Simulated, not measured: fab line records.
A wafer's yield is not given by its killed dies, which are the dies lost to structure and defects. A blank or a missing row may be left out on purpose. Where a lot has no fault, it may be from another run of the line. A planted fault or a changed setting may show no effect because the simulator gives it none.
fab line records -- flow n5-finfet
record lots=3, wafers=8, last-day=18
route steps=1938 shown MOL_CONTACT_COAG@605 BEOL_M0_SAQP@632 BEOL_M4@1111 PASSIVATION@1936
lots that met no fault: from a run of the same line without faults
start-h: hours from the record's first day to the start of the lot's first wafer shown -- wait-h: hours since the lot's step before -- " same as the row above -- L1.1+2: a row that stands for several wafers -- - no value, or no start given -- * or withheld: withheld -- < > ~ a bound
route shown NAME@n: NAME is a module with steps in the file, n the number in the route of the first one -- usual: mean/standard deviation of fault-free wafers -- same: alike in all rows -- chamber/n: place in a boat -- sites: readings site by site -- _std_site: how widely they spread, as a standard deviation -- _edge_site: the outer-site mean with the inner-site mean subtracted -- radius-mm: for every site, how far away it sits from the centre of the wafer -- mask NAME#n: copy n -- behind: the tool/chamber that last shaped the wafer -- hold: what put the lot on hold/how long, in hours/how the hold closed -- device: which transistor (n, p or np) failed to switch -- end of line: the same wafers' tests at the end of the route -- a step given without rows: its recipe and nothing more -- killed: count of dies lost to structure and defects at first sort (not the wafer's yield) -- map: per-die view of a wafer (x killed, . not killed, _ where there is no die)
set.NAME: setting as actually run; set.NAME@STEP: the setting as run at that earlier step -- model.NAME: the simulator's own value behind a step, which no gauge read
lots seen at some steps along the route; tables by step, rows by wafer
services: when a tool's chamber went out of use (start-h, in hours from the record's first day, below 0 if earlier), for how many hours, and the reason
## steps
# step N5_MOL_CONTACT_COAG_DESCUM_45
# recipe chemistry=O2, time-s=7, source-power-w=50, bias-power-w=20, pressure-mtorr=20, rf-frequency-hz=2.712e+07, temp-c=40, resist=CAR-EUV, o2-flow-sccm=225
# step N5_MOL_CONTACT_COAG_ETCH_65
# recipe chemistry=N2/H2, target=underlayer, target-depth-a=130, mask-material=CAR-EUV, time-s=10.4, ion-energy-ev=200, pressure-mtorr=30, source-w=840, bias-w=150, n2-flow-sccm=200, h2-flow-sccm=200, ends=cleared
# step N5_MOL_CONTACT_COAG_ETCH_66
# recipe chemistry=CF4, target=SiARC, target-depth-a=130, mask-material=CAR-EUV, time-s=21.7, ion-energy-ev=80, pressure-mtorr=40, source-w=545, bias-w=36, Ar_flow_sccm=100, cf4-flow-sccm=100, ends=cleared
# step N5_MOL_CONTACT_COAG_ALD_133
# recipe material=SiO2, target-thk-a=50, temp-c=100, ald-precursor-family=BDEAS, ald-co-reactant=O2-plasma, pulse-time-s=1, co-reactant-pulse-time-s=1, purge-time-s=2, co-reactant-purge-time-s=2, ald-cycles=35, pressure-torr=2
# step N5_MOL_CONTACT_COAG_ETCHBACK_134
# recipe chemistry=CHF3, target=SiO2, target-depth-a=100, time-s=6.7, ion-energy-ev=200, pressure-mtorr=30, source-w=610, bias-w=170, Ar_flow_sccm=200, CHF3_flow_sccm=50
# step N5_MOL_CONTACT_COAG_ETCH_67
# recipe chemistry=N2/H2, target=SOC, target-depth-a=600, overetch-a=210, mask-material=SiARC, temp-c=40, time-s=101.2, ion-energy-ev=200, pressure-mtorr=30, source-w=840, bias-w=150, n2-flow-sccm=200, h2-flow-sccm=200
# step N5_MOL_CONTACT_COAG_STRIP_68
# recipe chemistry=N2/H2, temp-c=40, n2-flow-sccm=200, h2-flow-sccm=200, rf-frequency-hz=6e+07
# step N5_MOL_CONTACT_COAG_STRIP_69
# recipe chemistry=N2/H2, temp-c=40, n2-flow-sccm=200, h2-flow-sccm=200, rf-frequency-hz=6e+07
# step N5_MOL_CONTACT_COAG_ETCHBACK_136
# recipe chemistry=CHF3, target=SiO2, target-depth-a=250, time-s=16.7, ion-energy-ev=200, pressure-mtorr=30, source-w=610, bias-w=170, Ar_flow_sccm=200, CHF3_flow_sccm=50
# step N5_MOL_CONTACT_COAG_STRIP_120
# recipe chemistry=CHF3, resist=SiARC, rf-frequency-hz=6e+07
# step N5_MOL_CONTACT_COAG_VIA_ETCH_117
# recipe chemistry=C4F6/O2, target-depth-a=400, overetch-a=80, mask-material=SOC, target=SiO2, bias-w=455, pressure-mtorr=10, time-s=26, source-w=325, Ar_flow_sccm=300, C4F6_flow_sccm=10, O2_flow_sccm=10, ion-energy-ev=575.3, ends=end-point
# step N5_MOL_CONTACT_COAG_ETCH_124
# recipe chemistry=CH3F/O2, target=SiNx, target-depth-a=65, mask-material=SOC, stop-on=SiOC, over-etch-frac=0.3, ion-energy-ev=120, pressure-mtorr=30, source-w=395, bias-w=73, Ar_flow_sccm=150, CH3F_flow_sccm=30, O2_flow_sccm=20, ends=end-point
# step N5_MOL_CONTACT_COAG_ETCH_48
# recipe chemistry=C4F6/O2, target-depth-a=150, overetch-a=45, mask-material=SOC, target=SiOC, bias-w=465, pressure-mtorr=10, time-s=17, source-w=335, Ar_flow_sccm=300, C4F6_flow_sccm=10, O2_flow_sccm=10, ion-energy-ev=576
# usual drypump-motor-current-A=5.7/0.59, mfc-ar-sccm=299.9/0.86, oes-product-au=0.64/0.043, rf-vpp-V=1602/30, showerhead-plenum-p-Torr=2.82/0.1, throttle-valve-pct=40.8/0.62
lot.wafer,tool,chamber,start-h,wait-h,drypump-motor-current-A,mfc-ar-sccm,oes-product-au,rf-hours-counter-h,rf-vpp-V,showerhead-plenum-p-Torr,throttle-valve-pct,model.etch.depth-nm
L353.2,rie-diel-06,1,106.04,0.0,5.5,299.9,0.62,160,1638,2.72,41.4,14.74
L353.3,rie-diel-06,2,106.04,0.0,4.9,301.0,0.63,184,1620,2.95,41.5,16.12
L353.5,rie-diel-06,0,106.04,0.0,5.8,299.4,0.64,-,1545,2.69,40.4,16.36
L368.2,rie-diel-06,0,193.36,0.0,5.8,299.4,0.60,220,1543,2.68,40.4,15.12
L368.6,rie-diel-06,3,193.36,0.0,5.1,299.1,0.62,-,1595,2.72,39.8,15.11
L371.1,rie-diel-02,2,214.84,0.0,6.1,300.1,0.67,123,1606,2.85,40.6,15.04
L371.2,rie-diel-02,1,214.84,0.0,6.7,299.4,0.71,91,1563,3.00,40.2,16.09
L371.4,rie-diel-02,3,214.84,0.0,5.7,299.5,0.59,215,1579,2.83,41.4,14.28
# step N5_MOL_CONTACT_COAG_STRIP_72
# recipe chemistry=N2/H2, power-w=450, temp-c=40, pressure-mtorr=20, rf-frequency-hz=6e+07, overash-fraction=3, bias-power-w=7, h2-frac=0.5, n2-flow-sccm=200, h2-flow-sccm=200
# step N5_MOL_CONTACT_COAG_STRIP_49
# recipe chemistry=N2/H2, time-s=30, power-w=1000, temp-c=250, pressure-mtorr=withheld, n2-flow-sccm=1750, h2-flow-sccm=3250
# step N5_MOL_CONTACT_COAG_PRECLEAN_138
# recipe chemistry=alkaline-clean, temp-c=60, time-s=60, do-ppb=50
# step N5_MOL_CONTACT_COAG_SRD_139
# recipe dry=ipa-marangoni, time-s=30, temp-c=23, rinse-liquid=diw
# step N5_MOL_CONTACT_COAG_PRE_CLEAN_121
# recipe gas=H2/He, time-s=*, temp-c=withheld
# step N5_MOL_CONTACT_COAG_CVD_140
# recipe material=W, target-thk-a=665, mode=selective-fill, temp-c=300, time-s=215
# step N5_MOL_CONTACT_COAG_PRECLEAN_127
# recipe chemistry=DIW, time-s=57.5, temp-c=23
# step N5_MOL_CONTACT_COAG_SRD_128
# recipe dry-time-s=32, dry=n2-spin, spin-rpm=1500
# step N5_MOL_CONTACT_COAG_CMP_52
# recipe stop-on=SiO2, t-overpolish-s=1.5, post-cmp-clean=w-dilute-nh4oh, down-force-psi=4, platen-rpm=50.289, pad-velocity-m-s=1.0006, target-thk-nm=66.5
# step N5_MOL_CONTACT_COAG_ANNEAL_112
# recipe temp-c=400, time-s=1800, ambient=HPD2, pressure-atm=10
# step N5_BEOL_M0_SAQP_PECVD_00
# recipe material=SiCN, target-thk-a=80, temp-c=withheld, precursor=3MS/NH3, pressure-torr=3, rf-w=202, time-s=14
# step N5_BEOL_M0_SAQP_ILD_DEP_01
# recipe material=SiOC, target-thk-a=454.19, temp-c=350, precursor=DEMS/O2, pressure-torr=5, rf-w=500, time-s=8.7
# step N5_BEOL_M0_SAQP_HM_DEP_02
# recipe material=TiN, target-thk-a=120, temp-c=25, chamber-pressure-pa=0.49996
# step N5_BEOL_M0_SAQP_PECVD_03
# recipe material=SiCN, target-thk-a=120, temp-c=withheld, precursor=3MS/NH3, pressure-torr=3, rf-w=202, time-s=21.1
# step N5_BEOL_M0_SAQP_PECVD_96
# recipe material=a-Si, target-thk-a=450, temp-c=350, precursor=SiH4/He, pressure-torr=3, rf-w=100, time-s=45.2
# step N5_BEOL_M0_SAQP_PECVD_97
# recipe material=SiNx, target-thk-a=230, temp-c=350, precursor=SiH4/NH3/N2, pressure-torr=1.5, rf-w=300, time-s=19.9
# step N5_BEOL_M0_SAQP_PECVD_04
# recipe material=a-Si, target-thk-a=600, temp-c=350, precursor=SiH4/He, pressure-torr=3, rf-w=100, time-s=60.2
# step N5_BEOL_M0_SAQP_HM_DEP_111
# recipe material=SiO2, target-thk-a=120, temp-c=400, precursor=SiH4/N2O, pressure-torr=0.75, rf-w=275, time-s=7.2
# step N5_BEOL_M0_SAQP_COAT_81
# recipe resist=SOC, temp-c=250, time-s=60, spin-rpm=1500, resist-thk-nm=100
# step N5_BEOL_M0_SAQP_COAT_82
# recipe resist=SiARC, temp-c=220, time-s=60, spin-rpm=1500, resist-thk-nm=30
# step N5_BEOL_M0_SAQP_COAT_08
# recipe resist=CAR-ArF, spin-rpm=1500, resist-thk-nm=90
# step N5_BEOL_M0_SAQP_EBR_10
# recipe solvent=PGMEA, ebr-width-mm=1.5
# step N5_BEOL_M0_SAQP_SOFTBAKE_09
# recipe temp-c=110, time-s=60, resist=CAR-ArF
# step N5_BEOL_M0_SAQP_EXPOSE_11
# recipe mask-id=M0_CORE, na=1.35, source-shape=dipole, sigma-inner=0.538, sigma-outer=0.738, polarization=te, target-cd-nm=42, dose-mj=55
# step N5_BEOL_M4_RC_MEAS_101
# usual DIBL_N=36.3/2, DIBL_P=36.3/2.4, IOFF_N=0.16/0.034, IOFF_P=0.21/0.035, ION_N=672/12, ION_P=459/6.5, SS_N=71.6/0.67, SS_P=73.3/0.71, VT_N=250/3.5, VT_P=-251/3
lot.wafer,tool,chamber,start-h,wait-h,DIBL_N[mV/V],DIBL_P[mV/V],IOFF_N[nA/um],IOFF_P[nA/um],ION_N[uA/um],ION_P[uA/um],SS_N[mV/dec],SS_P[mV/dec],VT_N[mV],VT_P[mV]
L353.2,prober-02,0,168.59,0.2,39.1,37.4,0.18,0.24,670,462,72.4,72.9,248,-247
L353.3,prober-02,0,168.59,0.2,35.9,33.7,0.13,0.18,685,467,70.7,73.0,252,-249
L353.5,prober-02,0,168.59,0.2,34.6,32.9,0.11,0.17,648,453,70.7,72.7,255,-252
L368.2,prober-01,0,286.54,0.2,35.9,35.9,0.16,0.22,663,457,72.1,73.2,247,-246
L371.1,prober-02,0,318.71,0.0,35.9,35.4,0.17,0.19,672,457,71.6,73.7,249,-253
L371.2,prober-02,0,318.71,0.0,34.7,34.2,0.14,0.18,674,451,71.0,72.9,252,-251
L371.4,prober-02,0,318.71,0.0,37.3,38.2,0.22,0.24,687,459,72.3,74.5,243,-250
# step N5_PASSIVATION_PROBE_49
# usual defect-limited-yield=91.4/1.5, killed_at_M0_to_M3=33/11, killed_at_M4_up=14/5.3, killed-at-contacts=13/6.2, killed-at-front-end=39/13, killed-at-other=3.1/2.8, killed-dies=102/17, killed-on-rim=13/3.8, killed-open=68/13, killed-short=32/7.8, sort_bin_5_function=5.1/0.95, sort_bin_6_memory=3.2/0.7, sort-n-pass=1078/18, sort-yield-pct=91.3/1.5
# same gross-dies=1180, killed-at-back-side=0, sort_bin_4_leakage[%]=0, sort_bin_8_speed[%]=0
lot.wafer,tool,chamber,start-h,wait-h,defect-limited-yield[%],killed_at_M0_to_M3,killed_at_M4_up,killed-at-contacts,killed-at-front-end,killed-at-other,killed-dies,killed-on-rim,killed-open,killed-short,sort_bin_5_function[%],sort_bin_6_memory[%],sort-n-pass,sort-yield-pct[%]
L353.2,prober-01,-,274.52,0.1,93.8,20,9,10,33,1,73,6,47,26,3.8,2.2,1107,93.8
L353.3,prober-01,-,274.57,0.1,92.5,21,16,17,34,0,88,14,59,29,3.6,3.6,1092,92.5
L353.5,prober-01,-,274.67,0.2,94.7,23,13,5,15,6,62,9,36,25,3.3,1.5,1118,94.7
L368.2,prober-02,-,388.68,0.1,90.2,37,15,34,27,3,116,13,68,43,5.1,4.2,1064,90.2
L368.6,prober-02,-,388.88,0.3,0,38,12,1082,47,1,1180,152,77,37,96.0,3.6,0,0
L371.1,prober-02,-,425.56,0.0,89.4,52,16,5,50,2,125,10,79,44,6.1,4.1,1055,89.4
L371.2,prober-02,-,425.61,0.1,90.6,41,8,8,51,3,111,16,70,39,5.3,3.8,1069,90.6
L371.4,prober-02,-,425.71,0.2,91.0,37,11,19,33,6,106,14,70,35,5.6,2.8,1074,91.0
# killed by level:class
L353.2 MOL_CONTACT_COAG:geometric-particle:open=8 FIN_SAQP:geometric-particle:short=7 STI_FIN_REVEAL:geometric-particle:open=7 DUMMY_GATE:geometric-particle:open=6 FIN_SAQP:geometric-particle:open=5 BEOL_M3:geometric-particle:open=3 BEOL_M0:geometric-particle:open=3 BEOL_M1:geometric-particle:open=3
L353.3 MOL_CONTACT_COAG:geometric-particle:open=16 DUMMY_GATE:geometric-particle:open=7 BEOL_M0_SAQP:geometric-particle:short=6 BEOL_M3:geometric-particle:open=6 FIN_SAQP:geometric-particle:open=5 DUMMY_GATE:geometric-particle:short=5 GATE_CUT:geometric-particle:short=4 BEOL_M2:geometric-particle:open=4
L353.5 BEOL_M0_SAQP:geometric-particle:short=6 MOL_CONTACT_COAG:geometric-particle:open=4 BEOL_M2:geometric-particle:open=4 BEOL_M5:geometric-particle:open=4 BEOL_M1:geometric-particle:open=4 BEOL_M4:geometric-particle:open=4 FIN_SAQP:geometric-particle:open=3 BEOL_M0_SAQP:geometric-particle:open=3
L368.2 MOL_CONTACT_COAG:geometric-particle:open=30 BEOL_M0_SAQP:geometric-particle:short=15 BEOL_M0_SAQP:geometric-particle:open=8 BEOL_M2:geometric-particle:open=8 BEOL_M4:geometric-particle:short=5 STI_FIN_REVEAL:geometric-particle:open=4 GATE_CUT:geometric-particle:short=4 MOL_CONTACT_COAG:geometric-particle:short=4
L368.6 MOL_CONTACT_COAG:area-etch=1066 MOL_CONTACT_COAG:geometric-particle:open=13 DUMMY_GATE:geometric-particle:open=10 BEOL_M4:geometric-particle:open=10 BEOL_M0_SAQP:geometric-particle:short=10 BEOL_M2:geometric-particle:open=9 FIN_SAQP:geometric-particle:short=8 FIN_SAQP:geometric-particle:open=7
L371.1 STI_FIN_REVEAL:geometric-particle:open=16 BEOL_M0_SAQP:geometric-particle:open=14 BEOL_M0_SAQP:geometric-particle:short=12 BEOL_M4:geometric-particle:open=9 DUMMY_GATE:geometric-particle:open=8 BEOL_M3:geometric-particle:short=7 BEOL_M2:geometric-particle:open=6 ILD0:geometric-particle:open=5
L371.2 FIN_SAQP:geometric-particle:short=10 STI_FIN_REVEAL:geometric-particle:open=9 BEOL_M0_SAQP:geometric-particle:short=8 MOL_CONTACT_COAG:geometric-particle:open=7 BEOL_M2:geometric-particle:open=7 FIN_SAQP:geometric-particle:open=6 BEOL_M0_SAQP:geometric-particle:open=6 DUMMY_GATE:geometric-particle:open=5
L371.4 MOL_CONTACT_COAG:geometric-particle:open=16 GATE_CUT:geometric-particle:short=8 BEOL_M0_SAQP:geometric-particle:open=8 BEOL_M0_SAQP:geometric-particle:short=6 BEOL_M2:geometric-particle:open=6 FIN_SAQP:geometric-particle:open=5 DUMMY_GATE:geometric-particle:open=5 BEOL_M3:geometric-particle:short=5
# map L368.6 (x killed, . not)
_________________xxxxxxxxxxxx________________
______________xxxxxxxxxxxxxxxxxx_____________
___________xxxxxxxxxxxxxxxxxxxxxxxx__________
__________xxxxxxxxxxxxxxxxxxxxxxxxxx_________
________xxxxxxxxxxxxxxxxxxxxxxxxxxxxxx_______
_______xxxxxxxxxxxxxxxxxxxxxxxxxxxxxxxx______
______xxxxxxxxxxxxxxxxxxxxxxxxxxxxxxxxxx_____
_____xxxxxxxxxxxxxxxxxxxxxxxxxxxxxxxxxxxx____
____xxxxxxxxxxxxxxxxxxxxxxxxxxxxxxxxxxxxxx___
___xxxxxxxxxxxxxxxxxxxxxxxxxxxxxxxxxxxxxxxx__
___xxxxxxxxxxxxxxxxxxxxxxxxxxxxxxxxxxxxxxxx__
__xxxxxxxxxxxxxxxxxxxxxxxxxxxxxxxxxxxxxxxxxx_
__xxxxxxxxxxxxxxxxxxxxxxxxxxxxxxxxxxxxxxxxxx_
_xxxxxxxxxxxxxxxxxxxxxxxxxxxxxxxxxxxxxxxxxxxx
_xxxxxxxxxxxxxxxxxxxxxxxxxxxxxxxxxxxxxxxxxxxx
_xxxxxxxxxxxxxxxxxxxxxxxxxxxxxxxxxxxxxxxxxxxx
_xxxxxxxxxxxxxxxxxxxxxxxxxxxxxxxxxxxxxxxxxxxx
_xxxxxxxxxxxxxxxxxxxxxxxxxxxxxxxxxxxxxxxxxxxx
_xxxxxxxxxxxxxxxxxxxxxxxxxxxxxxxxxxxxxxxxxxxx
_xxxxxxxxxxxxxxxxxxxxxxxxxxxxxxxxxxxxxxxxxxxx
_xxxxxxxxxxxxxxxxxxxxxxxxxxxxxxxxxxxxxxxxxxxx
__xxxxxxxxxxxxxxxxxxxxxxxxxxxxxxxxxxxxxxxxxx_
__xxxxxxxxxxxxxxxxxxxxxxxxxxxxxxxxxxxxxxxxxx_
___xxxxxxxxxxxxxxxxxxxxxxxxxxxxxxxxxxxxxxxx__
___xxxxxxxxxxxxxxxxxxxxxxxxxxxxxxxxxxxxxxxx__
____xxxxxxxxxxxxxxxxxxxxxxxxxxxxxxxxxxxxxx___
_____xxxxxxxxxxxxxxxxxxxxxxxxxxxxxxxxxxxx____
______xxxxxxxxxxxxxxxxxxxxxxxxxxxxxxxxxx_____
_______xxxxxxxxxxxxxxxxxxxxxxxxxxxxxxxx______
________xxxxxxxxxxxxxxxxxxxxxxxxxxxxxx_______
__________xxxxxxxxxxxxxxxxxxxxxxxxxx_________
___________xxxxxxxxxxxxxxxxxxxxxxxx__________
______________xxxxxxxxxxxxxxxxxx_____________
_________________xxxxxxxxxxxx________________
# map L353.3 (x killed, . not)
_________________...x...x..x.________________
______________.................._____________
___________................x.......__________
__________...x..xx.................._________
________..x..........................._______
_______x...........x.xx................______
______...............................x.._____
_____.......................x....x.......____
____...............................x......___
___.........x..x..x............x.x....x....__
___.x...............x....xx................__
__............x..........................x.._
__.............x......x......x....x........._
_.....x...x..................x.....x.........
_......x................x....................
_.......x..............x..x........x.........
_................................x...........
_.................x...............x..x..x....
_..........................x.................
_............................................
_..x.x.x..x.....x....................x.......
__x.........x................x.............._
__...................x.x.x.......x........xx_
___x...................................x...__
___.......x..x.........x......x............__
____........................xxx...x....xx.___
_____x.........................x.........____
______.......................x.........._____
_______....x.x............x.......x....______
________......x.................x....._______
__________........................x._________
___________......x.................__________
______________x................._____________
_________________x...........________________
## services
tool,chamber,start-h,hours,kind
rie-diel-02,1,96.54,4.5,repair
rie-diel-06,2,122.85,3.9,repair
rie-diel-06,0,138.95,18.3,repair
rie-diel-02,-,212.23,1.0,repair
## key
first-sign step=N5_PASSIVATION_PROBE_49, reading=killed-at-contacts, direction=up, sigmas=99+, usual=13, struck=1082
effect step=N5_PASSIVATION_PROBE_49, reading=sort_bin_5_function, direction=up, sigmas=95, usual=5.1, struck=96.0
model-effect step=N5_MOL_CONTACT_COAG_ETCH_48, value=etch.depth-nm, without=16.64, struck=15.11
more-kills-born-at N5_MOL_CONTACT_COAG_ETCH_48@rie-diel-06=1066
met-at N5_MOL_CONTACT_COAG_ETCH_48
struck-wafers L368.6
later-rows-left-out L368.6
onset-between 106.04 193.36
fault kind=process-parameter-drift, tool=rie-diel-06, chamber=-, onset-h=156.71, steps=N5_MOL_CONTACT_COAG_ETCH_48, channel=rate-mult, offset=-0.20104, shape=step, end-h=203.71, scope=struck-wafers-only
# later-rows-left-out: the simulator's readings of these wafers behind a module that went badly wrong aren't trusted and aren't shown, but for the sort
